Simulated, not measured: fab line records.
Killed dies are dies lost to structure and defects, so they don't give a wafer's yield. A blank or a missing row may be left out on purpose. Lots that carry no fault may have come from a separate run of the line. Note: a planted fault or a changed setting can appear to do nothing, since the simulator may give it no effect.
3 desks looking at one fault + flow n5-finfet + each desk holds nothing but its own numbers, with what lay behind them at the end

## FROM THE METROLOGY DESK
What the gauges read for every lot (on any tool): the sampled wafers with a number, averaged. If a lot's mean is further than 4 standard deviations from the usual mean, the lot is out of limits and carries the mark OUT (the distance appears in the brackets). 7 of its 12 readings are shown, namely those furthest out on some lot.
Columns: A = DIBL_N at N5_BEOL_M4_RC_MEAS_101, usual 36.2 mV/V; B = IOFF_N at N5_BEOL_M4_RC_MEAS_101, usual 0.16 nA/um; C = IOFF_P at N5_BEOL_M4_RC_MEAS_101, usual 0.22 nA/um; D = ION_N at N5_BEOL_M4_RC_MEAS_101, usual 675 uA/um; E = SS_N at N5_BEOL_M4_RC_MEAS_101, usual 71.5 mV/dec; F = VT_N at N5_BEOL_M4_RC_MEAS_101, usual 250 mV; G = VT_P at N5_BEOL_M4_RC_MEAS_101, usual -249 mV
| lot  | first seen here | A    | B    | C    | D   | E    | F   | G    |
|------|-----------------|------|------|------|-----|------|-----|------|
| L912 | day 4 05:58     | 37.1 | 0.18 | 0.21 | 683 | 71.4 | 248 | -250 |
| L920 | day 5 23:27     | 37.2 | 0.19 | 0.27 | 689 | 71.6 | 246 | -245 |
| L926 | day 7 12:49     | 35.9 | 0.14 | 0.20 | 673 | 71.1 | 249 | -248 |
| L927 | day 7 19:37     | 38.3 | 0.21 | 0.26 | 695 | 72.5 | 246 | -247 |
| L928 | day 7 21:44     | 36.4 | 0.14 | 0.22 | 672 | 71.7 | 251 | -247 |
| L935 | day 9 17:02     | 33.8 | 0.12 | 0.16 | 670 | 70.7 | 256 | -255 |
This desk's finding: nothing out of limits on any of the 6 lots.

## THE DEFECT DESK
Counts from the inspections along the route, per lot, as means over the sampled wafers that have a number. If a lot's mean is further than 4 standard deviations from the usual mean, the lot is out of limits and carries the mark OUT (the distance appears in the brackets).
Columns: A = raw-defect-count at N5_HKMG_FIN_INSPECT_61, usual 2.0
| lot  | first seen here | A   |
|------|-----------------|-----|
| L912 | day 4 06:01     | 1.3 |
| L920 | day 5 23:30     | 1.7 |
| L926 | day 7 12:52     | 1.7 |
| L927 | day 7 19:40     | 2.0 |
| L928 | day 7 21:47     | 1.0 |
| L935 | day 9 17:06     | 1.7 |
This desk's finding: nothing out of limits on any of the 6 lots.

## FOR THE TOOL OWNER'S DESK: rie-diel-04
The tool's own readings at N5_HKMG_FIN_ETCH_55 (etches SOC in N2/H2, target depth 240 nm, time 300 s): means of the sampled wafers that have a number, for each lot that ran on this tool. If a lot's mean is further than 4 standard deviations from the usual mean, the lot is out of limits and carries the mark OUT (the distance appears in the brackets).
Columns: A = chamber-pressure-mTorr at N5_HKMG_FIN_ETCH_55, usual 30.002 mTorr; B = drypump-motor-current-A at N5_HKMG_FIN_ETCH_55, usual 5.6 A; C = h2-flow-sccm at N5_HKMG_FIN_ETCH_55, usual 200.0 sccm; D = oes-product-au at N5_HKMG_FIN_ETCH_55, usual 0.79 a.u.; E = rf-vpp-V at N5_HKMG_FIN_ETCH_55, usual 523.3 V; F = showerhead-plenum-p-Torr at N5_HKMG_FIN_ETCH_55, usual 2.52 Torr; G = throttle-valve-pct at N5_HKMG_FIN_ETCH_55, usual 17.7 %
| lot  | first seen here | A      | B   | C               | D    | E     | F    | G    |
|------|-----------------|--------|-----|-----------------|------|-------|------|------|
| L920 | day 5 23:54     | 29.983 | 5.3 | 200.7           | 0.76 | 521.6 | 2.47 | 17.8 |
| L926 | day 7 13:15     | 29.983 | 5.5 | 220.6 (+32) OUT | 0.82 | 521.7 | 2.54 | 18.4 |
| L928 | day 7 21:58     | 29.974 | 5.6 | 220.1 (+31) OUT | 0.86 | 522.6 | 2.55 | 18.3 |
Finding of this desk: L926, L928 out of limits; the first was L926 at day 7 13:15, on h2-flow-sccm at N5_HKMG_FIN_ETCH_55. L920: within limits.

## BROUGHT TOGETHER
An alarm could have come from the tool owner's desk at day 7 13:15, on L926, L928.
Metrology desk: nothing out of limits seen.
No out-of-limits result turned up at the defect desk.
The metrology desk holds a record of L926, L928, inside its limits.
The defect desk has L926, L928 on record, within its limits.
The lots listed all ran N5_HKMG_FIN_ETCH_55 on rie-diel-04.

## WHAT WAS PUT IN BY THE SIMULATOR
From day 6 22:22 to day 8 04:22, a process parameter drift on rie-diel-04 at N5_HKMG_FIN_ETCH_55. A move of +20 in setting h2-flow-sccm, from 200. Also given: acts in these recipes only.
Shown lots that were struck: L926, L928.
Time in hours from fault onset to the first out-of-limits reading at each desk: the tool owner's desk, 15.
